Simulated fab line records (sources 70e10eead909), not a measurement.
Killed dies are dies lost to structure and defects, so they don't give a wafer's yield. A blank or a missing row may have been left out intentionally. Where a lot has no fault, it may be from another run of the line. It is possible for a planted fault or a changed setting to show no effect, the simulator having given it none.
fab line records / flow nand-harc
record: lots: 12 wafers: 36 last-day: 34
route steps=1302 shown P_GATE@124
lots untouched by any fault: they come from a run of this same line in which no faults occurred
start-h: hours from the record's opening day to when the first of the lot's shown wafers began / wait-h: hours from the lot's prior step to this one / " repeats the value in the row above / L1.1+2: several wafers, shown together as one row / - value missing, or start not given / * or withheld: withheld / < > ~ a bound
route shown NAME@n: a module of which the file shows steps, and the number in the route of the first / usual: mean and standard deviation over wafers with no fault / same: alike in all rows / chamber/n: place in a boat / sites: per-site readings / _std_site: how widely they spread, as a standard deviation / _edge_site: the outer-site mean with the inner-site mean subtracted / radius-mm: for every site, how far away it sits from the centre of the wafer / mask NAME#n: copy n / behind: the last tool/chamber to shape the wafer / hold: cause of the lot's hold/its duration in hours/its outcome / device: whichever transistor did not switch (one of n, p or np) / end of line: the tests these same wafers got at the end of their route / for a step that has no rows: nothing shown but its recipe / killed: count of dies lost to structure and defects at first sort (not the wafer's yield) / map: shows each die of a wafer: x if killed, . if not, _ if none is there
set.NAME: the run value of the setting; set.NAME@STEP: its run value at that earlier step / model.NAME: the simulator's own value behind a step, which no gauge read
steps of the route over a sample of lots; a table a step, a row a wafer
services: a tool's chamber out of use, with start hour (start-h, from the record's first day; less than 0 if before it), hours out, and reason
== steps ==
step: NHARC_P_GATE_DESCUM_13
recipe: time-s: 3 o2-flow-sccm: 200 ar-flow-sccm: 0 bias-power-w: 0 chemistry: O2
usual: drypump-motor-current-A: 5.9/0.51 oes-product-au: 0.999/0.007 rf-vpp-V: 57.9/0.91 showerhead-plenum-p-Torr: 1.97/0.068 throttle-valve-pct: 11.310/0.01
same: time-s: 3
lot.wafer=L494.2 tool=rie-diel-05 chamber=1 start-h=81.77 wait-h=- drypump-motor-current-A=6.5 oes-product-au=1.012 rf-hours-counter-h=1 rf-vpp-V=58.6 showerhead-plenum-p-Torr=1.95 throttle-valve-pct=11.314
lot.wafer=L494.3 tool=rie-diel-05 chamber=3 start-h=81.77 wait-h=- drypump-motor-current-A=6.0 oes-product-au=1.007 rf-hours-counter-h=1 rf-vpp-V=57.9 showerhead-plenum-p-Torr=2.05 throttle-valve-pct=11.317
lot.wafer=L494.5 tool=rie-diel-05 chamber=1 start-h=81.77 wait-h=- drypump-motor-current-A=6.6 oes-product-au=1.000 rf-hours-counter-h=- rf-vpp-V=57.2 showerhead-plenum-p-Torr=1.95 throttle-valve-pct=11.306
lot.wafer=L495.1 tool=rie-diel-01 chamber=1 start-h=98.50 wait-h=- drypump-motor-current-A=6.0 oes-product-au=0.994 rf-hours-counter-h=5 rf-vpp-V=58.4 showerhead-plenum-p-Torr=1.99 throttle-valve-pct=11.319
lot.wafer=L495.2 tool=rie-diel-01 chamber=3 start-h=98.50 wait-h=- drypump-motor-current-A=5.7 oes-product-au=1.000 rf-hours-counter-h=5 rf-vpp-V=56.3 showerhead-plenum-p-Torr=1.90 throttle-valve-pct=11.327
lot.wafer=L495.4 tool=rie-diel-01 chamber=0 start-h=98.50 wait-h=- drypump-motor-current-A=6.2 oes-product-au=0.996 rf-hours-counter-h=5 rf-vpp-V=58.8 showerhead-plenum-p-Torr=2.06 throttle-valve-pct=11.302
lot.wafer=L496.4 tool=rie-diel-01 chamber=0 start-h=102.71 wait-h=- drypump-motor-current-A=6.2 oes-product-au=0.993 rf-hours-counter-h=5 rf-vpp-V=58.5 showerhead-plenum-p-Torr=2.06 throttle-valve-pct=11.317
lot.wafer=L496.5 tool=rie-diel-01 chamber=1 start-h=102.71 wait-h=- drypump-motor-current-A=6.0 oes-product-au=1.007 rf-hours-counter-h=- rf-vpp-V=57.7 showerhead-plenum-p-Torr=1.99 throttle-valve-pct=11.316
lot.wafer=L496.6 tool=rie-diel-01 chamber=2 start-h=102.71 wait-h=- drypump-motor-current-A=4.9 oes-product-au=0.992 rf-hours-counter-h=- rf-vpp-V=57.5 showerhead-plenum-p-Torr=1.90 throttle-valve-pct=11.303
lot.wafer=L497.2 tool=rie-diel-05 chamber=0 start-h=111.93 wait-h=- drypump-motor-current-A=5.8 oes-product-au=0.996 rf-hours-counter-h=2 rf-vpp-V=58.1 showerhead-plenum-p-Torr=1.95 throttle-valve-pct=11.300
lot.wafer=L497.1 tool=rie-diel-05 chamber=3 start-h=111.93 wait-h=- drypump-motor-current-A=6.0 oes-product-au=0.997 rf-hours-counter-h=2 rf-vpp-V=58.0 showerhead-plenum-p-Torr=2.04 throttle-valve-pct=11.327
lot.wafer=L497.5 tool=rie-diel-05 chamber=1 start-h=111.93 wait-h=- drypump-motor-current-A=6.5 oes-product-au=0.997 rf-hours-counter-h=- rf-vpp-V=57.5 showerhead-plenum-p-Torr=1.95 throttle-valve-pct=11.306
lot.wafer=L498.3 tool=rie-diel-05 chamber=3 start-h=119.89 wait-h=- drypump-motor-current-A=6.0 oes-product-au=0.995 rf-hours-counter-h=3 rf-vpp-V=59.0 showerhead-plenum-p-Torr=2.04 throttle-valve-pct=11.315
lot.wafer=L498.1 tool=rie-diel-05 chamber=0 start-h=119.89 wait-h=- drypump-motor-current-A=5.8 oes-product-au=0.998 rf-hours-counter-h=3 rf-vpp-V=56.8 showerhead-plenum-p-Torr=1.95 throttle-valve-pct=11.286
lot.wafer=L498.5 tool=rie-diel-05 chamber=0 start-h=119.89 wait-h=- drypump-motor-current-A=5.8 oes-product-au=1.000 rf-hours-counter-h=- rf-vpp-V=60.1 showerhead-plenum-p-Torr=1.95 throttle-valve-pct=11.301
lot.wafer=L508.4 tool=rie-diel-01 chamber=3 start-h=229.12 wait-h=- drypump-motor-current-A=5.7 oes-product-au=0.996 rf-hours-counter-h=1 rf-vpp-V=57.5 showerhead-plenum-p-Torr=1.89 throttle-valve-pct=11.297
lot.wafer=L508.2 tool=rie-diel-01 chamber=0 start-h=229.12 wait-h=- drypump-motor-current-A=6.2 oes-product-au=0.991 rf-hours-counter-h=1 rf-vpp-V=57.5 showerhead-plenum-p-Torr=2.06 throttle-valve-pct=11.326
lot.wafer=L508.6 tool=rie-diel-01 chamber=2 start-h=229.12 wait-h=- drypump-motor-current-A=4.9 oes-product-au=0.995 rf-hours-counter-h=- rf-vpp-V=57.1 showerhead-plenum-p-Torr=1.90 throttle-valve-pct=11.308
lot.wafer=L509.1 tool=rie-diel-05 chamber=2 start-h=229.27 wait-h=- drypump-motor-current-A=6.6 oes-product-au=1.006 rf-hours-counter-h=10 rf-vpp-V=59.0 showerhead-plenum-p-Torr=1.92 throttle-valve-pct=11.298
lot.wafer=L509.3 tool=rie-diel-05 chamber=3 start-h=229.27 wait-h=- drypump-motor-current-A=6.0 oes-product-au=1.001 rf-hours-counter-h=9 rf-vpp-V=58.6 showerhead-plenum-p-Torr=2.04 throttle-valve-pct=11.304
lot.wafer=L509.4 tool=rie-diel-05 chamber=0 start-h=229.27 wait-h=- drypump-motor-current-A=5.8 oes-product-au=0.996 rf-hours-counter-h=9 rf-vpp-V=58.4 showerhead-plenum-p-Torr=1.95 throttle-valve-pct=11.294
lot.wafer=L510.3 tool=rie-diel-05 chamber=2 start-h=244.14 wait-h=- drypump-motor-current-A=6.6 oes-product-au=1.005 rf-hours-counter-h=0 rf-vpp-V=58.3 showerhead-plenum-p-Torr=1.92 throttle-valve-pct=11.322
lot.wafer=L510.1 tool=rie-diel-05 chamber=0 start-h=244.14 wait-h=- drypump-motor-current-A=5.8 oes-product-au=1.009 rf-hours-counter-h=0 rf-vpp-V=59.3 showerhead-plenum-p-Torr=1.95 throttle-valve-pct=11.320
lot.wafer=L510.6 tool=rie-diel-05 chamber=2 start-h=244.14 wait-h=- drypump-motor-current-A=6.6 oes-product-au=1.007 rf-hours-counter-h=- rf-vpp-V=57.0 showerhead-plenum-p-Torr=1.92 throttle-valve-pct=11.309
lot.wafer=L512.3 tool=rie-diel-07 chamber=1 start-h=260.12 wait-h=- drypump-motor-current-A=6.6 oes-product-au=0.993 rf-hours-counter-h=7 rf-vpp-V=56.1 showerhead-plenum-p-Torr=1.83 throttle-valve-pct=11.302
lot.wafer=L512.4 tool=rie-diel-07 chamber=3 start-h=260.12 wait-h=- drypump-motor-current-A=5.8 oes-product-au=0.994 rf-hours-counter-h=6 rf-vpp-V=59.5 showerhead-plenum-p-Torr=2.05 throttle-valve-pct=11.305
lot.wafer=L512.6 tool=rie-diel-07 chamber=1 start-h=260.12 wait-h=- drypump-motor-current-A=6.6 oes-product-au=0.992 rf-hours-counter-h=- rf-vpp-V=55.0 showerhead-plenum-p-Torr=1.83 throttle-valve-pct=11.317
lot.wafer=L513.3 tool=rie-diel-01 chamber=1 start-h=269.87 wait-h=- drypump-motor-current-A=6.0 oes-product-au=1.003 rf-hours-counter-h=4 rf-vpp-V=58.3 showerhead-plenum-p-Torr=1.98 throttle-valve-pct=11.305
lot.wafer=L513.1 tool=rie-diel-01 chamber=2 start-h=269.87 wait-h=- drypump-motor-current-A=4.9 oes-product-au=1.002 rf-hours-counter-h=4 rf-vpp-V=57.7 showerhead-plenum-p-Torr=1.90 throttle-valve-pct=11.295
lot.wafer=L513.5 tool=rie-diel-01 chamber=0 start-h=269.87 wait-h=- drypump-motor-current-A=6.2 oes-product-au=1.004 rf-hours-counter-h=- rf-vpp-V=57.4 showerhead-plenum-p-Torr=2.06 throttle-valve-pct=11.303
lot.wafer=L514.2 tool=rie-diel-05 chamber=0 start-h=286.20 wait-h=- drypump-motor-current-A=5.8 oes-product-au=1.018 rf-hours-counter-h=4 rf-vpp-V=58.3 showerhead-plenum-p-Torr=1.95 throttle-valve-pct=11.309
lot.wafer=L514.5 tool=rie-diel-05 chamber=1 start-h=286.20 wait-h=- drypump-motor-current-A=6.5 oes-product-au=1.002 rf-hours-counter-h=- rf-vpp-V=57.8 showerhead-plenum-p-Torr=1.94 throttle-valve-pct=11.320
lot.wafer=L514.6 tool=rie-diel-05 chamber=2 start-h=286.20 wait-h=- drypump-motor-current-A=6.7 oes-product-au=1.012 rf-hours-counter-h=- rf-vpp-V=56.4 showerhead-plenum-p-Torr=1.92 throttle-valve-pct=11.309
lot.wafer=L517.3 tool=rie-diel-07 chamber=0 start-h=307.38 wait-h=- drypump-motor-current-A=5.2 oes-product-au=0.993 rf-hours-counter-h=0 rf-vpp-V=59.0 showerhead-plenum-p-Torr=2.04 throttle-valve-pct=11.296
lot.wafer=L517.2 tool=rie-diel-07 chamber=3 start-h=307.38 wait-h=- drypump-motor-current-A=5.7 oes-product-au=0.999 rf-hours-counter-h=0 rf-vpp-V=57.9 showerhead-plenum-p-Torr=2.05 throttle-valve-pct=11.304
lot.wafer=L517.6 tool=rie-diel-07 chamber=0 start-h=307.38 wait-h=- drypump-motor-current-A=5.2 oes-product-au=1.005 rf-hours-counter-h=- rf-vpp-V=56.8 showerhead-plenum-p-Torr=2.04 throttle-valve-pct=11.306
step: NHARC_P_GATE_CD_MEAS_33
usual: cd-nm: 120.2/1.6
lot.wafer=L494.2 tool=cd-sem-03 chamber=- start-h=97.34 wait-h=- cd-nm=123.1
lot.wafer=L494.3 tool=cd-sem-03 chamber=- start-h=97.34 wait-h=- cd-nm=120.8
lot.wafer=L494.5 tool=cd-sem-03 chamber=- start-h=97.34 wait-h=- cd-nm=121.4
lot.wafer=L495.1 tool=cd-sem-02 chamber=- start-h=113.76 wait-h=- cd-nm=119.6
lot.wafer=L495.2 tool=cd-sem-02 chamber=- start-h=113.76 wait-h=- cd-nm=118.2
lot.wafer=L495.4 tool=cd-sem-02 chamber=- start-h=113.76 wait-h=- cd-nm=119.2
lot.wafer=L496.4 tool=cd-sem-01 chamber=- start-h=120.63 wait-h=- cd-nm=119.6
lot.wafer=L496.5 tool=cd-sem-01 chamber=- start-h=120.63 wait-h=- cd-nm=118.3
lot.wafer=L496.6 tool=cd-sem-01 chamber=- start-h=120.63 wait-h=- cd-nm=121.2
lot.wafer=L497.1 tool=cd-sem-03 chamber=- start-h=127.08 wait-h=- cd-nm=121.3
lot.wafer=L497.2 tool=cd-sem-03 chamber=- start-h=127.08 wait-h=- cd-nm=122.6
lot.wafer=L497.5 tool=cd-sem-03 chamber=- start-h=127.08 wait-h=- cd-nm=122.0
lot.wafer=L498.1 tool=cd-sem-02 chamber=- start-h=136.04 wait-h=- cd-nm=121.8
lot.wafer=L498.3 tool=cd-sem-02 chamber=- start-h=136.04 wait-h=- cd-nm=121.3
lot.wafer=L498.5 tool=cd-sem-02 chamber=- start-h=136.04 wait-h=- cd-nm=122.5
lot.wafer=L509.1 tool=cd-sem-01 chamber=- start-h=243.88 wait-h=- cd-nm=121.2
lot.wafer=L509.3 tool=cd-sem-01 chamber=- start-h=243.88 wait-h=- cd-nm=118.6
lot.wafer=L509.4 tool=cd-sem-01 chamber=- start-h=243.88 wait-h=- cd-nm=121.3
lot.wafer=L508.2 tool=cd-sem-03 chamber=- start-h=244.04 wait-h=- cd-nm=118.6
lot.wafer=L508.4 tool=cd-sem-03 chamber=- start-h=244.04 wait-h=- cd-nm=119.2
lot.wafer=L508.6 tool=cd-sem-03 chamber=- start-h=244.04 wait-h=- cd-nm=121.0
lot.wafer=L510.1 tool=cd-sem-02 chamber=- start-h=261.37 wait-h=- cd-nm=119.5
lot.wafer=L510.3 tool=cd-sem-02 chamber=- start-h=261.37 wait-h=- cd-nm=119.3
lot.wafer=L510.6 tool=cd-sem-02 chamber=- start-h=261.37 wait-h=- cd-nm=120.5
lot.wafer=L512.3 tool=cd-sem-01 chamber=- start-h=275.06 wait-h=- cd-nm=121.3
lot.wafer=L512.4 tool=cd-sem-01 chamber=- start-h=275.06 wait-h=- cd-nm=118.2
lot.wafer=L512.6 tool=cd-sem-01 chamber=- start-h=275.06 wait-h=- cd-nm=121.0
lot.wafer=L513.1 tool=cd-sem-01 chamber=- start-h=285.34 wait-h=- cd-nm=121.7
lot.wafer=L513.3 tool=cd-sem-01 chamber=- start-h=285.34 wait-h=- cd-nm=121.8
lot.wafer=L513.5 tool=cd-sem-01 chamber=- start-h=285.34 wait-h=- cd-nm=119.5
lot.wafer=L514.2 tool=cd-sem-01 chamber=- start-h=301.25 wait-h=- cd-nm=121.2
lot.wafer=L514.5 tool=cd-sem-01 chamber=- start-h=301.25 wait-h=- cd-nm=118.6
lot.wafer=L514.6 tool=cd-sem-01 chamber=- start-h=301.25 wait-h=- cd-nm=120.9
lot.wafer=L517.2 tool=cd-sem-01 chamber=- start-h=322.34 wait-h=- cd-nm=123.6
lot.wafer=L517.3 tool=cd-sem-01 chamber=- start-h=322.34 wait-h=- cd-nm=121.8
lot.wafer=L517.6 tool=cd-sem-01 chamber=- start-h=322.34 wait-h=- cd-nm=121.7
step: NHARC_P_GATE_EXPOSE_56
recipe: na: 0.6 target-cd-nm: 720 dose-mj: 14.81 mask-id: P_PSD
lot.wafer=L494.2+3+5 tool=krf-scanner-04 chamber=0 start-h=110.16 wait-h=- mask=P_PSD#0
lot.wafer=L495.1+2+4 tool=krf-scanner-02 chamber=0 start-h=126.14 wait-h=- mask=P_PSD#0
lot.wafer=L496.4+5+6 tool=krf-scanner-02 chamber=0 start-h=133.09 wait-h=- mask=P_PSD#0
lot.wafer=L497.1+2+5 tool=krf-scanner-02 chamber=0 start-h=139.59 wait-h=- mask=P_PSD_R1#0
lot.wafer=L498.1+3+5 tool=krf-scanner-02 chamber=0 start-h=148.76 wait-h=- mask=P_PSD#0
lot.wafer=L509.1+3+4 tool=krf-scanner-03 chamber=0 start-h=256.45 wait-h=- mask=P_PSD#0
lot.wafer=L508.2+4+6 tool=krf-scanner-04 chamber=0 start-h=256.69 wait-h=- mask=P_PSD#0
lot.wafer=L510.1+3+6 tool=krf-scanner-02 chamber=0 start-h=274.07 wait-h=- mask=P_PSD#0
lot.wafer=L512.3+4+6 tool=krf-scanner-04 chamber=0 start-h=287.54 wait-h=- mask=P_PSD#0
lot.wafer=L513.1+3+5 tool=krf-scanner-03 chamber=0 start-h=300.13 wait-h=- mask=P_PSD#0
lot.wafer=L514.2+5+6 tool=krf-scanner-04 chamber=0 start-h=313.95 wait-h=- mask=P_PSD#0
lot.wafer=L517.2+3+6 tool=krf-scanner-02 chamber=0 start-h=334.99 wait-h=- mask=P_PSD#0
step: NHARC_P_GATE_CD_MEAS_59
recipe: target-cd-nm: 720 landing-energy-ev: 500
usual: cd-nm: 720.2/1.3
same: landing-energy-ev: 500
lot.wafer=L494.2 tool=cd-sem-01 chamber=0 start-h=110.31 wait-h=- cd-nm=719.9
lot.wafer=L494.3 tool=cd-sem-01 chamber=0 start-h=110.31 wait-h=- cd-nm=719.6
lot.wafer=L494.5 tool=cd-sem-01 chamber=0 start-h=110.31 wait-h=- cd-nm=719.8
lot.wafer=L495.1 tool=cd-sem-01 chamber=0 start-h=126.30 wait-h=- cd-nm=723.0
lot.wafer=L495.2 tool=cd-sem-01 chamber=0 start-h=126.30 wait-h=- cd-nm=723.9
lot.wafer=L495.4 tool=cd-sem-01 chamber=0 start-h=126.30 wait-h=- cd-nm=721.8
lot.wafer=L496.4 tool=cd-sem-01 chamber=0 start-h=133.24 wait-h=- cd-nm=719.4
lot.wafer=L496.5 tool=cd-sem-01 chamber=0 start-h=133.24 wait-h=- cd-nm=718.7
lot.wafer=L496.6 tool=cd-sem-01 chamber=0 start-h=133.24 wait-h=- cd-nm=719.1
lot.wafer=L497.1 tool=cd-sem-02 chamber=0 start-h=139.75 wait-h=- cd-nm=716.3
lot.wafer=L497.2 tool=cd-sem-02 chamber=0 start-h=139.75 wait-h=- cd-nm=715.5
lot.wafer=L497.5 tool=cd-sem-02 chamber=0 start-h=139.75 wait-h=- cd-nm=715.7
lot.wafer=L498.1 tool=cd-sem-03 chamber=0 start-h=148.92 wait-h=- cd-nm=719.6
lot.wafer=L498.3 tool=cd-sem-03 chamber=0 start-h=148.92 wait-h=- cd-nm=719.1
lot.wafer=L498.5 tool=cd-sem-03 chamber=0 start-h=148.92 wait-h=- cd-nm=720.9
lot.wafer=L509.1 tool=cd-sem-03 chamber=0 start-h=256.60 wait-h=- cd-nm=720.1
lot.wafer=L509.3 tool=cd-sem-03 chamber=0 start-h=256.60 wait-h=- cd-nm=720.8
lot.wafer=L509.4 tool=cd-sem-03 chamber=0 start-h=256.60 wait-h=- cd-nm=717.8
lot.wafer=L508.2 tool=cd-sem-02 chamber=0 start-h=256.84 wait-h=- cd-nm=720.1
lot.wafer=L508.4 tool=cd-sem-02 chamber=0 start-h=256.84 wait-h=- cd-nm=722.3
lot.wafer=L508.6 tool=cd-sem-02 chamber=0 start-h=256.84 wait-h=- cd-nm=721.8
lot.wafer=L510.1 tool=cd-sem-01 chamber=0 start-h=274.22 wait-h=- cd-nm=722.4
lot.wafer=L510.3 tool=cd-sem-01 chamber=0 start-h=274.22 wait-h=- cd-nm=721.3
lot.wafer=L510.6 tool=cd-sem-01 chamber=0 start-h=274.22 wait-h=- cd-nm=721.7
lot.wafer=L512.3 tool=cd-sem-03 chamber=0 start-h=287.69 wait-h=- cd-nm=718.3
lot.wafer=L512.4 tool=cd-sem-03 chamber=0 start-h=287.69 wait-h=- cd-nm=718.2
lot.wafer=L512.6 tool=cd-sem-03 chamber=0 start-h=287.69 wait-h=- cd-nm=719.5
lot.wafer=L513.1 tool=cd-sem-01 chamber=0 start-h=300.29 wait-h=- cd-nm=718.6
lot.wafer=L513.3 tool=cd-sem-01 chamber=0 start-h=300.29 wait-h=- cd-nm=717.7
lot.wafer=L513.5 tool=cd-sem-01 chamber=0 start-h=300.29 wait-h=- cd-nm=719.0
lot.wafer=L514.2 tool=cd-sem-03 chamber=0 start-h=314.10 wait-h=- cd-nm=721.0
lot.wafer=L514.5 tool=cd-sem-03 chamber=0 start-h=314.10 wait-h=- cd-nm=719.8
lot.wafer=L514.6 tool=cd-sem-03 chamber=0 start-h=314.10 wait-h=- cd-nm=720.7
lot.wafer=L517.2 tool=cd-sem-02 chamber=0 start-h=335.14 wait-h=- cd-nm=718.9
lot.wafer=L517.3 tool=cd-sem-02 chamber=0 start-h=335.14 wait-h=- cd-nm=721.0
lot.wafer=L517.6 tool=cd-sem-02 chamber=0 start-h=335.14 wait-h=- cd-nm=719.2
step: NHARC_P_GATE_STRIP_95
recipe: power-w: 1500 temp-c: 250 chemistry: O2
usual: drypump-motor-current-A: 5.5/0.49 heater-power-w: 339/21
lot.wafer=L494.2 tool=plasma-asher-01 chamber=0 start-h=113.28 wait-h=0.5 drypump-motor-current-A=5.9 heater-power-w=308 rf-hours-counter-h=26
lot.wafer=L494.3 tool=plasma-asher-01 chamber=0 start-h=113.28 wait-h=0.5 drypump-motor-current-A=5.9 heater-power-w=312 rf-hours-counter-h=-
lot.wafer=L494.5 tool=plasma-asher-01 chamber=0 start-h=113.28 wait-h=0.5 drypump-motor-current-A=5.9 heater-power-w=301 rf-hours-counter-h=-
lot.wafer=L495.2 tool=plasma-asher-02 chamber=1 start-h=129.26 wait-h=0.6 drypump-motor-current-A=5.8 heater-power-w=374 rf-hours-counter-h=6
lot.wafer=L495.1 tool=plasma-asher-02 chamber=0 start-h=129.26 wait-h=0.6 drypump-motor-current-A=4.8 heater-power-w=329 rf-hours-counter-h=6
lot.wafer=L495.4 tool=plasma-asher-02 chamber=1 start-h=129.26 wait-h=0.6 drypump-motor-current-A=5.8 heater-power-w=359 rf-hours-counter-h=-
lot.wafer=L496.4 tool=plasma-asher-02 chamber=1 start-h=136.34 wait-h=0.4 drypump-motor-current-A=5.8 heater-power-w=362 rf-hours-counter-h=-
lot.wafer=L496.5 tool=plasma-asher-02 chamber=1 start-h=136.34 wait-h=0.4 drypump-motor-current-A=5.8 heater-power-w=360 rf-hours-counter-h=-
lot.wafer=L496.6 tool=plasma-asher-02 chamber=0 start-h=136.34 wait-h=0.4 drypump-motor-current-A=4.8 heater-power-w=340 rf-hours-counter-h=-
lot.wafer=L497.2 tool=plasma-asher-02 chamber=1 start-h=142.79 wait-h=0.6 drypump-motor-current-A=5.8 heater-power-w=359 rf-hours-counter-h=12
lot.wafer=L497.1 tool=plasma-asher-02 chamber=0 start-h=142.79 wait-h=0.6 drypump-motor-current-A=4.8 heater-power-w=339 rf-hours-counter-h=12
lot.wafer=L497.5 tool=plasma-asher-02 chamber=1 start-h=142.79 wait-h=0.6 drypump-motor-current-A=5.8 heater-power-w=371 rf-hours-counter-h=-
lot.wafer=L498.1 tool=plasma-asher-02 chamber=1 start-h=151.90 wait-h=0.6 drypump-motor-current-A=5.8 heater-power-w=365 rf-hours-counter-h=16
lot.wafer=L498.3 tool=plasma-asher-02 chamber=1 start-h=151.90 wait-h=0.6 drypump-motor-current-A=5.8 heater-power-w=352 rf-hours-counter-h=-
lot.wafer=L498.5 tool=plasma-asher-02 chamber=1 start-h=151.90 wait-h=0.6 drypump-motor-current-A=5.8 heater-power-w=365 rf-hours-counter-h=-
lot.wafer=L509.1 tool=plasma-asher-01 chamber=0 start-h=259.58 wait-h=0.5 drypump-motor-current-A=6.0 heater-power-w=306 rf-hours-counter-h=17
lot.wafer=L509.3 tool=plasma-asher-01 chamber=1 start-h=259.58 wait-h=0.5 drypump-motor-current-A=5.8 heater-power-w=333 rf-hours-counter-h=-
lot.wafer=L509.4 tool=plasma-asher-01 chamber=0 start-h=259.58 wait-h=0.5 drypump-motor-current-A=6.0 heater-power-w=294 rf-hours-counter-h=-
lot.wafer=L508.2 tool=plasma-asher-02 chamber=0 start-h=259.82 wait-h=0.6 drypump-motor-current-A=4.8 heater-power-w=332 rf-hours-counter-h=42
lot.wafer=L508.4 tool=plasma-asher-02 chamber=1 start-h=259.82 wait-h=0.6 drypump-motor-current-A=5.8 heater-power-w=368 rf-hours-counter-h=-
lot.wafer=L508.6 tool=plasma-asher-02 chamber=0 start-h=259.82 wait-h=0.6 drypump-motor-current-A=4.8 heater-power-w=333 rf-hours-counter-h=-
lot.wafer=L510.1 tool=plasma-asher-01 chamber=0 start-h=277.18 wait-h=0.6 drypump-motor-current-A=5.9 heater-power-w=300 rf-hours-counter-h=23
lot.wafer=L510.3 tool=plasma-asher-01 chamber=1 start-h=277.18 wait-h=0.6 drypump-motor-current-A=5.8 heater-power-w=330 rf-hours-counter-h=-
lot.wafer=L510.6 tool=plasma-asher-01 chamber=0 start-h=277.18 wait-h=0.6 drypump-motor-current-A=5.9 heater-power-w=301 rf-hours-counter-h=-
lot.wafer=L512.3 tool=plasma-asher-02 chamber=0 start-h=290.68 wait-h=0.4 drypump-motor-current-A=4.8 heater-power-w=353 rf-hours-counter-h=-
lot.wafer=L512.4 tool=plasma-asher-02 chamber=1 start-h=290.68 wait-h=0.4 drypump-motor-current-A=5.8 heater-power-w=336 rf-hours-counter-h=-
lot.wafer=L512.6 tool=plasma-asher-02 chamber=1 start-h=290.68 wait-h=0.4 drypump-motor-current-A=5.8 heater-power-w=343 rf-hours-counter-h=-
lot.wafer=L513.1 tool=plasma-asher-02 chamber=0 start-h=303.16 wait-h=0.6 drypump-motor-current-A=4.8 heater-power-w=347 rf-hours-counter-h=5
lot.wafer=L513.3 tool=plasma-asher-02 chamber=1 start-h=303.16 wait-h=0.6 drypump-motor-current-A=5.8 heater-power-w=344 rf-hours-counter-h=-
lot.wafer=L513.5 tool=plasma-asher-02 chamber=0 start-h=303.16 wait-h=0.6 drypump-motor-current-A=4.8 heater-power-w=351 rf-hours-counter-h=-
lot.wafer=L514.2 tool=plasma-asher-01 chamber=0 start-h=326.33 wait-h=10.0 drypump-motor-current-A=6.0 heater-power-w=309 rf-hours-counter-h=29
lot.wafer=L514.5 tool=plasma-asher-01 chamber=0 start-h=326.33 wait-h=10.0 drypump-motor-current-A=6.0 heater-power-w=309 rf-hours-counter-h=-
lot.wafer=L514.6 tool=plasma-asher-01 chamber=1 start-h=326.33 wait-h=10.0 drypump-motor-current-A=5.8 heater-power-w=335 rf-hours-counter-h=-
lot.wafer=L517.2 tool=plasma-asher-01 chamber=0 start-h=338.58 wait-h=0.6 drypump-motor-current-A=6.0 heater-power-w=292 rf-hours-counter-h=32
lot.wafer=L517.3 tool=plasma-asher-01 chamber=1 start-h=338.58 wait-h=0.6 drypump-motor-current-A=5.8 heater-power-w=340 rf-hours-counter-h=-
lot.wafer=L517.6 tool=plasma-asher-01 chamber=1 start-h=338.58 wait-h=0.6 drypump-motor-current-A=5.8 heater-power-w=334 rf-hours-counter-h=-
== services ==
tool=plasma-asher-02 chamber=- start-h=82.34 hours=1.1 kind=repair
tool=rie-diel-07 chamber=1 start-h=84.54 hours=8.1 kind=repair
tool=plasma-asher-02 chamber=- start-h=89.20 hours=9.0 kind=pm
tool=krf-scanner-02 chamber=- start-h=94.00 hours=4.0 kind=pm
tool=rie-diel-07 chamber=- start-h=117.20 hours=9.0 kind=pm
tool=plasma-asher-01 chamber=- start-h=125.26 hours=32.1 kind=repair
tool=rie-diel-07 chamber=2 start-h=128.38 hours=5.2 kind=repair
tool=rie-diel-01 chamber=0 start-h=147.24 hours=33.8 kind=repair
tool=plasma-asher-01 chamber=- start-h=165.26 hours=9.0 kind=pm
tool=krf-scanner-04 chamber=- start-h=182.00 hours=4.0 kind=pm
tool=rie-diel-05 chamber=0 start-h=191.70 hours=3.7 kind=repair
tool=krf-scanner-04 chamber=- start-h=199.97 hours=1.1 kind=repair
tool=rie-diel-07 chamber=1 start-h=200.25 hours=9.8 kind=repair
tool=rie-diel-01 chamber=- start-h=203.80 hours=9.0 kind=pm
tool=rie-diel-05 chamber=0 start-h=214.54 hours=3.1 kind=repair
tool=plasma-asher-01 chamber=- start-h=215.15 hours=3.5 kind=repair
tool=krf-scanner-03 chamber=- start-h=224.14 hours=4.0 kind=pm
tool=rie-diel-05 chamber=- start-h=229.62 hours=9.0 kind=pm
tool=krf-scanner-02 chamber=- start-h=266.00 hours=4.0 kind=pm
tool=plasma-asher-02 chamber=- start-h=266.20 hours=9.0 kind=pm
tool=krf-scanner-03 chamber=- start-h=273.63 hours=0.4 kind=repair
tool=rie-diel-07 chamber=- start-h=294.20 hours=9.0 kind=pm
tool=rie-diel-01 chamber=2 start-h=294.76 hours=7.8 kind=repair
tool=rie-diel-01 chamber=2 start-h=338.17 hours=7.4 kind=repair
== key ==
first-sign: step: NHARC_P_GATE_EXPOSE_56 reading: mask direction: changed
effect: step: NHARC_P_GATE_CD_MEAS_59 reading: cd-nm direction: down sigmas: 3.4 usual: 720.2 struck: 715.8
met-at NHARC_P_GATE_EXPOSE_56
struck-lots L497
tester-left-out L497
not-acting-at NHARC_P_GATE_DESCUM_13,NHARC_P_GATE_CD_MEAS_33,NHARC_P_GATE_STRIP_95
onset-between 133.09 139.59
fault: kind: wrong-mask tool: any chamber: - onset-h: 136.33 steps: NHARC_P_GATE_EXPOSE_56 aux-copy: P_PSD_R1#0 cd-offset-nm: -5.617 scope: struck-lots-only
tester-left-out: of these lots the tester's yield and bins aren't shown, on N5 and GAA mostly nor the transistor test; their killed dies are dies lost to structure and defects alone, not to doping, threshold or leakage, so they don't give the yield
